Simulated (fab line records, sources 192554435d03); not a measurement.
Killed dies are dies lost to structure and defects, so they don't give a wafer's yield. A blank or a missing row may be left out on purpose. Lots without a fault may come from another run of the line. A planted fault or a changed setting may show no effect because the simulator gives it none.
fab line records | flow n5_finfet
record lots=24 wafers=72 last_day=18
route steps=1938 shown BEOL_M7@1297 BEOL_M8@1333
lots that met no fault: from a run of the same line without faults
start_h: hours from the record's first day to the start of the lot's first wafer shown | wait_h: hours since the lot's step before | " the same as in the row above | L1.1+2: a row that stands for several wafers | - no value, or no start given | * or withheld: withheld | < > ~ a bound
route shown NAME@n: a module of which the file shows steps, and the number in the route of the first | usual: mean/standard deviation of fault-free wafers | same: alike in all rows | chamber/n: place in a boat | sites: the reading at each site | _std_site: their standard deviation | _edge_site: outer sites' mean less inner sites' | radius_mm: how far each site lies from the wafer's centre | mask NAME#n: copy n | behind: the tool/chamber that last shaped the wafer | hold: why the lot was held/for how many hours/how that ended | device: the transistor (n, p or np) that didn't switch | end of line: the same wafers' tests at the end of the route | a step without rows: its recipe alone | killed: dies lost to structure and defects at the first sort, not the wafer's yield | map: a wafer's dies, x killed, . not, _ none there
set.NAME: the setting as run; set.NAME@STEP: as run at that earlier step | model.NAME: the simulator's own value behind a step, which no gauge read
steps of the route over a sample of lots; a table a step, a row a wafer
services: from which hour (start_h, from the record's first day; less than 0 if before it) a tool's chamber was out of use, for how many hours, and why
## steps
# step N5_BEOL_M7_OVL_MEAS_29
# recipe points_per_wafer=522
# usual V6_OVL=0.2/0.54
# columns lot.wafer tool chamber start_h wait_h V6_OVL[nm]
L074.1 overlay-01 0 190.00 0.0 -0.4
L074.5 " 0 " " 0.2
L074.6 " 0 " " 0.0
L075.3 overlay-02 0 199.47 0.0 -0.4
L075.4 " 0 " " 0.2
L075.6 " 0 " " 0.0
L076.1 overlay-02 0 210.60 0.0 0.5
L076.3 " 0 " " 1.4
L076.5 " 0 " " 0.6
L078.1 overlay-02 0 213.24 0.0 0.7
L078.3 " 0 " " 0.2
L078.5 " 0 " " 0.2
L077.1 overlay-02 0 213.66 0.0 -0.1
L077.4 " 0 " " 1.3
L077.5 " 0 " " -0.2
L079.2 overlay-02 0 235.45 0.0 -0.4
L079.3 " 0 " " -0.7
L079.6 " 0 " " 0.1
L080.3 overlay-02 0 236.39 0.0 1.2
L080.5 " 0 " " 0.5
L080.6 " 0 " " 0.7
L081.1 overlay-02 0 245.60 0.0 0.0
L081.3 " 0 " " 0.3
L081.6 " 0 " " 0.5
L083.1 overlay-02 0 250.64 0.0 -0.6
L083.2 " 0 " " 0.4
L083.3 " 0 " " -0.2
L082.1 overlay-02 0 263.17 0.0 0.4
L082.4 " 0 " " -0.3
L082.5 " 0 " " -0.1
L085.1 overlay-02 0 278.31 0.0 -0.9
L085.3 " 0 " " -0.4
L085.6 " 0 " " -0.6
L086.1 overlay-01 0 282.73 0.0 1.2
L086.3 " 0 " " 0.6
L086.4 " 0 " " 0.7
L088.3 overlay-02 0 285.90 0.0 -0.3
L088.4 " 0 " " -0.9
L088.5 " 0 " " 0.1
L089.2 overlay-02 0 286.10 0.0 1.0
L089.3 " 0 " " 0.7
L089.5 " 0 " " 0.5
L084.2 overlay-01 0 286.27 0.0 0.5
L084.4 " 0 " " 1.5
L084.5 " 0 " " 0.8
L087.1 overlay-02 0 286.43 0.0 -0.4
L087.2 " 0 " " -0.8
L087.5 " 0 " " 0.6
L090.2 overlay-01 0 288.96 0.0 -0.3
L090.5 " 0 " " 0.5
L090.6 " 0 " " 1.0
L092.1 overlay-01 0 312.75 0.0 0.6
L092.2 " 0 " " -0.1
L092.5 " 0 " " -0.2
L091.2 overlay-02 0 312.93 0.0 0.3
L091.5 " 0 " " -0.2
L091.6 " 0 " " 0.3
L093.3 overlay-02 0 322.57 0.0 0.0
L093.4 " 0 " " 0.1
L093.6 " 0 " " 0.2
L094.3 overlay-01 0 339.57 0.0 0.4
L094.4 " 0 " " 0.2
L094.5 " 0 " " -0.1
L095.1 overlay-02 0 339.60 0.0 -0.4
L095.4 " 0 " " -0.5
L095.6 " 0 " " -0.6
L096.2 overlay-02 0 342.87 0.0 1.6
L096.3 " 0 " " 1.3
L096.4 " 0 " " 0.6
L097.1 overlay-01 0 346.79 0.0 0.1
L097.3 " 0 " " 0.8
L097.6 " 0 " " 0.5
# step N5_BEOL_M7_STRIP_36
# recipe chemistry=N2/H2 power_w=450 temp_c=40 pressure_mtorr=20 rf_frequency_hz=6e+07 overash_fraction=0.3 bias_power_w=7 h2_frac=0.5 n2_flow_sccm=200 h2_flow_sccm=200
# usual drypump_motor_current_A=5.5/0.37 oes_product_au=0.79/0.09 rf_vpp_V=59.2/1.6 showerhead_plenum_p_Torr=2.53/0.093 throttle_valve_pct=23.7/0.31
# same overash_fraction=0.3
# columns lot.wafer tool chamber start_h wait_h drypump_motor_current_A oes_product_au rf_hours_counter_h rf_vpp_V showerhead_plenum_p_Torr throttle_valve_pct
L074.1 rie_diel-04 2 190.33 0.0 5.7 0.72 167 58.6 2.41 23.3
L074.5 " 2 " " 5.7 0.71 - 60.7 2.41 23.3
L074.6 " 1 " " 5.0 0.67 - 59.6 2.50 23.8
L075.3 rie_diel-02 0 199.78 0.0 4.8 0.68 240 56.2 2.52 24.3
L075.4 " 2 " " 5.8 0.92 18 60.7 2.47 23.2
L075.6 " 2 " " 5.8 0.94 - 59.8 2.47 23.2
L076.1 rie_diel-02 2 211.08 0.0 5.8 0.92 21 58.5 2.47 23.2
L076.3 " 3 " " 5.7 0.88 48 58.9 2.70 24.3
L076.5 " 1 " " 6.0 0.72 - 58.2 2.49 23.6
L078.1 rie_diel-04 1 213.56 0.0 5.0 0.67 237 60.1 2.50 23.9
L078.3 " 0 " " 5.7 0.83 64 57.3 2.47 23.8
L078.5 " 1 " " 5.0 0.67 - 57.8 2.50 23.9
L077.1 rie_diel-04 3 213.99 0.0 5.4 0.70 207 59.2 2.63 23.6
L077.4 " 0 " " 5.6 0.83 64 60.4 2.47 23.8
L077.5 " 0 " " 5.7 0.84 - 59.6 2.47 23.8
L079.2 rie_diel-04 2 235.77 0.0 5.7 0.71 183 60.8 2.41 23.3
L079.3 " 3 " " 5.4 0.70 215 60.7 2.63 23.6
L079.6 " 0 " " 5.6 0.82 - 59.5 2.47 23.8
L080.3 rie_diel-02 3 236.70 0.0 5.7 0.86 57 57.5 2.70 24.3
L080.5 " 1 " " 6.0 0.70 - 59.3 2.49 23.6
L080.6 " 3 " " 5.7 0.87 - 58.9 2.70 24.3
L081.1 rie_diel-04 1 246.28 0.0 5.0 0.66 249 58.3 2.49 23.8
L081.3 " 0 " " 5.6 0.81 69 58.0 2.47 23.8
L081.6 " 1 " " 4.9 0.66 - 58.0 2.49 23.9
L083.1 rie_diel-04 0 250.96 0.0 5.6 0.83 71 59.5 2.47 23.8
L083.2 " 3 " " 5.4 0.70 219 57.7 2.62 23.6
L083.3 " 2 " " 5.7 0.71 187 58.6 2.41 23.3
L082.1 rie_diel-04 2 263.74 0.0 5.7 0.71 192 59.9 2.40 23.3
L082.4 " 3 " " 5.4 0.70 223 59.6 2.62 23.6
L082.5 " 2 " " 5.7 0.70 - 58.6 2.40 23.3
L085.1 rie_diel-06 0 278.64 0.0 5.6 0.72 183 60.0 2.65 24.0
L085.3 " 3 " " 5.2 0.84 63 58.4 2.71 23.5
L085.6 " 2 " " 6.1 0.76 - 58.5 2.54 23.8
L086.1 rie_diel-02 3 283.57 0.0 5.7 0.83 71 61.3 2.69 24.3
L086.3 " 1 " " 5.9 0.70 234 61.4 2.48 23.7
L086.4 " 2 " " 5.8 0.88 43 58.0 2.46 23.2
L088.3 rie_diel-02 3 286.22 0.0 5.7 0.84 72 60.9 2.69 24.3
L088.4 " 2 " " 5.8 0.89 44 60.4 2.46 23.3
L088.5 " 3 " " 5.7 0.83 - 60.6 2.69 24.3
L089.2 rie_diel-04 0 286.42 0.0 5.6 0.81 81 61.1 2.47 23.8
L089.3 " 2 " " 5.7 0.71 197 55.5 2.40 23.3
L089.5 " 0 " " 5.7 0.82 - 59.2 2.46 23.8
L084.2 rie_diel-06 3 286.59 0.0 5.2 0.85 65 59.6 2.71 23.5
L084.4 " 0 " " 5.6 0.73 185 59.1 2.65 24.1
L084.5 " 1 " " 5.4 0.81 - 60.6 2.45 23.9
L087.1 rie_diel-02 2 286.76 0.0 5.8 0.88 44 57.6 2.46 23.3
L087.2 " 3 " " 5.7 0.83 72 58.2 2.69 24.3
L087.5 " 0 " " 4.8 0.96 - 57.9 2.51 23.9
L090.2 rie_diel-06 1 289.29 0.0 5.4 0.81 94 58.9 2.45 23.9
L090.5 " 2 " " 6.1 0.75 - 59.6 2.54 23.7
L090.6 " 3 " " 5.2 0.85 - 59.5 2.70 23.6
L092.1 rie_diel-06 0 313.24 0.0 5.6 0.71 193 59.4 2.65 24.1
L092.2 " 3 " " 5.2 0.84 73 59.8 2.70 23.6
L092.5 " 0 " " 5.6 0.72 - 59.9 2.65 24.1
L091.2 rie_diel-04 3 313.39 0.0 5.4 0.70 236 56.7 2.62 23.6
L091.5 " 3 " " 5.4 0.68 - 59.7 2.62 23.6
L091.6 " 2 " " 5.7 0.69 - 63.6 2.40 23.3
L093.3 rie_diel-04 0 322.88 0.0 5.6 0.81 91 60.4 2.46 23.8
L093.4 " 2 " " 5.7 0.69 205 61.7 2.40 23.3
L093.6 " 1 " " 5.0 0.92 - 59.4 2.49 23.5
L094.3 rie_diel-02 0 339.88 0.0 4.8 0.92 25 60.9 2.50 23.9
L094.4 " 0 " " 4.8 0.93 - 56.7 2.50 23.9
L094.5 " 2 " " 5.8 0.86 - 60.1 2.46 23.3
L095.1 rie_diel-04 0 339.92 0.0 5.7 0.79 97 60.2 2.46 23.8
L095.4 " 1 " " 5.0 0.91 20 58.1 2.48 23.4
L095.6 " 0 " " 5.6 0.80 - 59.3 2.46 23.8
L096.2 rie_diel-06 2 343.56 0.0 6.1 0.73 175 60.1 2.54 23.8
L096.3 " 3 " " 5.2 0.81 82 58.9 2.70 23.6
L096.4 " 1 " " 5.4 0.80 110 61.6 2.45 23.9
L097.1 rie_diel-02 3 347.21 0.0 5.7 0.81 93 59.3 2.68 24.3
L097.3 " 2 " " 5.8 0.85 64 55.9 2.45 23.3
L097.6 " 2 " " 5.8 0.83 - 57.9 2.45 23.3
# step N5_BEOL_M7_OCD_MEAS_38
# usual trench_depth_nm=93.2/2.4
# columns lot.wafer tool chamber start_h wait_h trench_depth_nm
L074.1 ocd-02 - 190.53 - 91.3
L074.5 " - " " 90.4
L074.6 " - " " 88.7
L075.3 ocd-01 - 199.98 - 90.4
L075.4 " - " " 94.4
L075.6 " - " " 93.3
L076.1 ocd-02 - 211.28 - 94.7
L076.3 " - " " 93.8
L076.5 " - " " 93.1
L078.1 ocd-02 - 213.76 - 87.9
L078.3 " - " " 90.9
L078.5 " - " " 88.1
L077.1 ocd-02 - 214.18 - 91.5
L077.4 " - " " 90.6
L077.5 " - " " 91.6
L079.2 ocd-02 - 235.97 - 91.1
L079.3 " - " " 91.0
L079.6 " - " " 91.8
L080.3 ocd-02 - 236.90 - 94.4
L080.5 " - " " 93.4
L080.6 " - " " 93.5
L081.1 ocd-01 - 246.48 - 89.5
L081.3 " - " " 91.7
L081.6 " - " " 89.3
L083.1 ocd-01 - 251.16 - 91.1
L083.2 " - " " 91.5
L083.3 " - " " 92.6
L082.1 ocd-02 - 263.94 - 92.2
L082.4 " - " " 92.9
L082.5 " - " " 92.0
L085.1 ocd-01 - 278.83 - 95.5
L085.3 " - " " 94.3
L085.6 " - " " 95.4
L086.1 ocd-02 - 283.76 - 95.2
L086.3 " - " " 95.5
L086.4 " - " " 95.6
L088.3 ocd-02 - 286.42 - 94.4
L088.4 " - " " 94.8
L088.5 " - " " 94.0
L089.2 ocd-02 - 286.62 - 91.2
L089.3 " - " " 91.8
L089.5 " - " " 90.9
L084.2 ocd-02 - 286.79 - 94.0
L084.4 " - " " 95.8
L084.5 " - " " 96.3
L087.1 ocd-02 - 286.96 - 93.9
L087.2 " - " " 94.9
L087.5 " - " " 97.5
L090.2 ocd-02 - 289.49 - 95.8
L090.5 " - " " 95.4
L090.6 " - " " 92.9
L092.1 ocd-02 - 313.43 - 95.2
L092.2 " - " " 93.5
L092.5 " - " " 96.5
L091.2 ocd-01 - 313.59 - 93.0
L091.5 " - " " 93.7
L091.6 " - " " 91.4
L093.3 ocd-01 - 323.08 - 91.5
L093.4 " - " " 90.0
L093.6 " - " " 91.2
L094.3 ocd-02 - 340.08 - 96.6
L094.4 " - " " 97.1
L094.5 " - " " 94.2
L095.1 ocd-01 - 340.12 - 91.0
L095.4 " - " " 92.7
L095.6 " - " " 92.0
L096.2 ocd-02 - 343.76 - 93.7
L096.3 " - " " 92.8
L096.4 " - " " 95.9
L097.1 ocd-02 - 347.40 - 93.5
L097.3 " - " " 94.4
L097.6 " - " " 94.9
# step N5_BEOL_M7_CD_MEAS_35
# recipe target_cd_nm=40 polarity=opening
# usual cd_nm=39.6/0.91
# columns lot.wafer tool chamber start_h wait_h cd_nm
L074.1 cd_sem-03 - 190.68 0.0 38.0
L074.5 " - " " 38.9
L074.6 " - " " 38.4
L075.3 cd_sem-02 - 200.14 0.0 41.0
L075.4 " - " " 40.3
L075.6 " - " " 40.9
L076.1 cd_sem-01 - 211.43 0.0 39.4
L076.3 " - " " 39.9
L076.5 " - " " 40.1
L078.1 cd_sem-01 - 213.91 0.0 39.8
L078.3 " - " " 41.7
L078.5 " - " " 39.5
L077.1 cd_sem-01 - 214.34 0.0 39.5
L077.4 " - " " 39.2
L077.5 " - " " 40.7
L079.2 cd_sem-02 - 236.12 0.0 39.9
L079.3 " - " " 39.0
L079.6 " - " " 39.8
L080.3 cd_sem-01 - 237.05 0.0 38.6
L080.5 " - " " 40.2
L080.6 " - " " 38.6
L081.1 cd_sem-01 - 246.63 0.0 39.5
L081.3 " - " " 40.2
L081.6 " - " " 40.4
L083.1 cd_sem-01 - 251.31 0.0 39.3
L083.2 " - " " 38.3
L083.3 " - " " 39.5
L082.1 cd_sem-03 - 264.09 0.0 39.1
L082.4 " - " " 38.9
L082.5 " - " " 38.1
L085.1 cd_sem-01 - 278.99 0.0 39.5
L085.3 " - " " 39.8
L085.6 " - " " 39.7
L086.1 cd_sem-01 - 283.91 0.0 39.4
L086.3 " - " " 39.4
L086.4 " - " " 38.7
L088.3 cd_sem-01 - 286.57 0.0 42.1
L088.4 " - " " 40.4
L088.5 " - " " 41.4
L089.2 cd_sem-02 - 286.77 0.0 39.4
L089.3 " - " " 40.9
L089.5 " - " " 39.9
L084.2 cd_sem-01 - 286.94 0.0 40.0
L084.4 " - " " 40.7
L084.5 " - " " 39.9
L087.1 cd_sem-03 - 287.11 0.0 40.1
L087.2 " - " " 38.3
L087.5 " - " " 39.8
L090.2 cd_sem-01 - 289.64 0.0 41.3
L090.5 " - " " 40.4
L090.6 " - " " 41.9
L092.1 cd_sem-01 - 313.59 0.0 37.8
L092.2 " - " " 39.9
L092.5 " - " " 39.0
L091.2 cd_sem-02 - 313.75 0.0 39.0
L091.5 " - " " 39.7
L091.6 " - " " 39.3
L093.3 cd_sem-01 - 323.33 0.0 40.2
L093.4 " - " " 39.6
L093.6 " - " " 39.3
L094.3 cd_sem-02 - 340.23 0.0 39.8
L094.4 " - " " 38.8
L094.5 " - " " 38.7
L095.1 cd_sem-01 - 340.27 0.0 39.8
L095.4 " - " " 39.7
L095.6 " - " " 38.7
L096.2 cd_sem-03 - 343.91 0.0 39.2
L096.3 " - " " 40.4
L096.4 " - " " 39.1
L097.1 cd_sem-03 - 347.56 0.0 39.7
L097.3 " - " " 40.8
L097.6 " - " " 39.4
# step N5_BEOL_M7_DEGAS_44
# recipe ambient=vacuum temp_c=250 time_s=60
# usual heater_power_w=324/33
# same time_s=60
# columns lot.wafer tool chamber start_h wait_h heater_power_w
L074.1 pvd_sputter-02 - 191.43 0.6 273
L074.5 " - " " 328
L074.6 " - " " 326
L075.3 pvd_sputter-02 - 200.98 0.5 341
L075.4 " - " " 269
L075.6 " - " " 279
L076.1 pvd_sputter-03 - 211.89 0.3 323
L076.3 " - " " 282
L076.5 " - " " 385
L078.1 pvd_sputter-01 - 215.05 1.0 297
L078.3 " - " " 368
L078.5 " - " " 325
L077.1 pvd_sputter-03 - 216.09 1.6 324
L077.4 " - " " 378
L077.5 " - " " 285
L079.2 pvd_sputter-03 - 236.55 0.3 380
L079.3 " - " " 278
L079.6 " - " " 323
L080.3 pvd_sputter-01 - 239.17 1.9 328
L080.5 " - " " 350
L080.6 " - " " 298
L081.1 pvd_sputter-03 - 247.36 0.6 276
L081.3 " - " " 292
L081.6 " - " " 271
L083.1 pvd_sputter-02 - 251.89 0.5 345
L083.2 " - " " 347
L083.3 " - " " 326
L082.1 pvd_sputter-03 - 264.51 0.3 281
L082.4 " - " " 316
L082.5 " - " " 279
L085.1 pvd_sputter-02 - 279.65 0.6 273
L085.3 " - " " 325
L085.6 " - " " 319
L086.1 pvd_sputter-01 - 284.50 0.5 291
L086.3 " - " " 355
L086.4 " - " " 367
L089.2 pvd_sputter-01 - 287.20 0.3 295
L089.3 " - " " 362
L089.5 " - " " 342
L088.3 pvd_sputter-01 - 287.28 0.4 345
L088.4 " - " " 321
L088.5 " - " " 350
L084.2 pvd_sputter-03 - 287.45 0.2 293
L084.4 " - " " 278
L084.5 " - " " 376
L087.1 pvd_sputter-01 - 287.48 0.3 362
L087.2 " - " " 328
L087.5 " - " " 319
L090.2 pvd_sputter-02 - 290.14 0.3 334
L090.5 " - " " 269
L090.6 " - " " 355
L092.1 pvd_sputter-03 - 314.04 0.3 376
L092.2 " - " " 276
L092.5 " - " " 297
L091.2 pvd_sputter-01 - 314.11 0.2 367
L091.5 " - " " 335
L091.6 " - " " 336
L093.3 pvd_sputter-01 - 324.04 0.5 345
L093.4 " - " " 330
L093.6 " - " " 368
L094.3 pvd_sputter-03 - 340.74 0.3 328
L094.4 " - " " 290
L094.5 " - " " 376
L095.1 pvd_sputter-03 - 340.82 0.4 290
L095.4 " - " " 320
L095.6 " - " " 384
L096.2 pvd_sputter-03 - 344.48 0.3 316
L096.3 " - " " 281
L096.4 " - " " 286
L097.1 pvd_sputter-02 - 348.05 0.4 341
L097.3 " - " " 358
L097.6 " - " " 336
# step N5_BEOL_M8_CURE_74
# recipe temp_c=385 time_s=240 ambient=He/Ar material=SiCOH_lowk
# usual lamp_power_pct=52.31/0.057 wafer_temp_C_max=387.0/0.87
# same time_s=240
# columns lot.wafer tool chamber start_h wait_h lamp_power_pct wafer_temp_C_max
L074.1 uv_cure-01 0 193.36 0.1 52.27 386.8
L074.5 " 0 " " 52.37 386.5
L074.6 " 0 " " 52.31 386.5
L075.3 uv_cure-02 0 203.81 0.2 52.24 387.9
L075.4 " 0 " " 52.32 387.0
L075.6 " 0 " " 52.34 387.2
L076.1 uv_cure-03 2 214.33 0.4 52.32 385.8
L076.3 " 2 " " 52.22 386.1
L076.5 " 2 " " 52.28 386.1
L078.1 uv_cure-03 2 217.33 0.0 52.39 386.1
L078.3 " 2 " " 52.25 386.3
L078.5 " 2 " " 52.35 386.3
L077.1 uv_cure-02 0 217.87 0.1 52.28 388.0
L077.4 " 0 " " 52.28 387.2
L077.5 " 0 " " 52.28 387.8
L079.2 uv_cure-01 1 238.79 0.1 52.32 385.8
L079.3 " 1 " " 52.36 386.4
L079.6 " 1 " " 52.30 385.8
L080.3 uv_cure-03 1 241.05 0.2 52.31 385.7
L080.5 " 1 " " 52.27 385.4
L080.6 " 1 " " 52.34 386.3
L081.1 uv_cure-02 2 249.30 0.0 52.37 386.6
L081.3 " 2 " " 52.40 388.0
L081.6 " 2 " " 52.31 387.1
L083.1 uv_cure-01 2 254.09 0.0 52.39 387.2
L083.2 " 2 " " 52.40 387.0
L083.3 " 2 " " 52.32 386.9
L082.1 uv_cure-01 1 267.26 0.0 52.26 385.8
L082.4 " 1 " " 52.28 386.7
L082.5 " 1 " " 52.30 385.5
L085.1 uv_cure-02 0 281.57 0.0 52.39 387.6
L085.3 " 0 " " 52.23 387.4
L085.6 " 0 " " 52.28 387.7
L086.1 uv_cure-02 2 287.51 0.0 52.37 386.7
L086.3 " 2 " " 52.26 386.9
L086.4 " 2 " " 52.25 386.6
L089.2 uv_cure-01 0 288.90 0.1 52.28 386.7
L089.3 " 0 " " 52.27 386.4
L089.5 " 0 " " 52.31 386.7
L088.3 uv_cure-01 2 289.46 0.4 52.28 387.0
L088.4 " 2 " " 52.19 387.8
L088.5 " 2 " " 52.35 387.3
L084.2 uv_cure-03 0 289.51 0.1 52.31 387.4
L084.4 " 0 " " 52.29 388.0
L084.5 " 0 " " 52.25 388.3
L087.1 uv_cure-03 1 289.91 0.3 52.23 386.0
L087.2 " 1 " " 52.29 386.1
L087.5 " 1 " " 52.27 385.9
L090.2 uv_cure-03 0 292.27 0.2 52.34 387.8
L090.5 " 0 " " 52.38 387.3
L090.6 " 0 " " 52.27 387.8
L092.1 uv_cure-03 0 317.57 0.0 52.34 387.3
L092.2 " 0 " " 52.28 387.4
L092.5 " 0 " " 52.23 388.3
L091.2 uv_cure-01 1 318.33 0.1 52.40 386.1
L091.5 " 1 " " 52.29 386.2
L091.6 " 1 " " 52.28 385.4
L093.3 uv_cure-02 2 326.16 0.4 52.30 387.1
L093.4 " 2 " " 52.35 387.1
L093.6 " 2 " " 52.42 386.7
L095.1 uv_cure-03 1 342.63 0.0 52.22 386.2
L095.4 " 1 " " 52.35 386.5
L095.6 " 1 " " 52.30 386.2
L094.3 uv_cure-02 0 342.71 0.2 52.51 388.1
L094.4 " 0 " " 52.41 386.9
L094.5 " 0 " " 52.28 388.1
L096.2 uv_cure-02 0 347.60 0.1 52.28 388.0
L096.3 " 0 " " 52.24 388.0
L096.4 " 0 " " 52.32 387.9
L097.1 uv_cure-03 0 351.01 0.0 52.34 388.0
L097.3 " 0 " " 52.39 388.4
L097.6 " 0 " " 52.25 388.9
## services
# columns tool chamber start_h hours kind
rie_diel-06 3 176.37 19.3 repair
uv_cure-01 - 205.79 7.5 pm
rie_diel-04 0 222.79 11.3 repair
uv_cure-03 - 225.12 2.8 pm
rie_diel-04 2 228.08 2.4 repair
rie_diel-02 0 234.65 - clean
rie_diel-02 0 234.65 - consumable_replace:focus_ring
rie_diel-02 0 234.65 19.3 scheduled_down
rie_diel-02 0 234.65 19.3 vent_cycle
uv_cure-03 - 247.76 1.0 pm
rie_diel-04 1 249.86 - clean
rie_diel-04 1 249.86 - consumable_replace:focus_ring
rie_diel-04 1 249.86 12.2 scheduled_down
rie_diel-04 1 249.86 12.2 vent_cycle
rie_diel-06 2 299.45 8.1 repair
uv_cure-01 - 315.48 1.0 pm
pvd_sputter-03 - 316.53 4.6 repair
uv_cure-01 - 331.95 24.9 pm
rie_diel-06 0 337.05 4.8 repair
rie_diel-02 1 338.56 - clean
rie_diel-02 1 338.56 - consumable_replace:focus_ring
rie_diel-02 1 338.56 16.8 scheduled_down
rie_diel-02 1 338.56 16.8 vent_cycle
## key
fault none
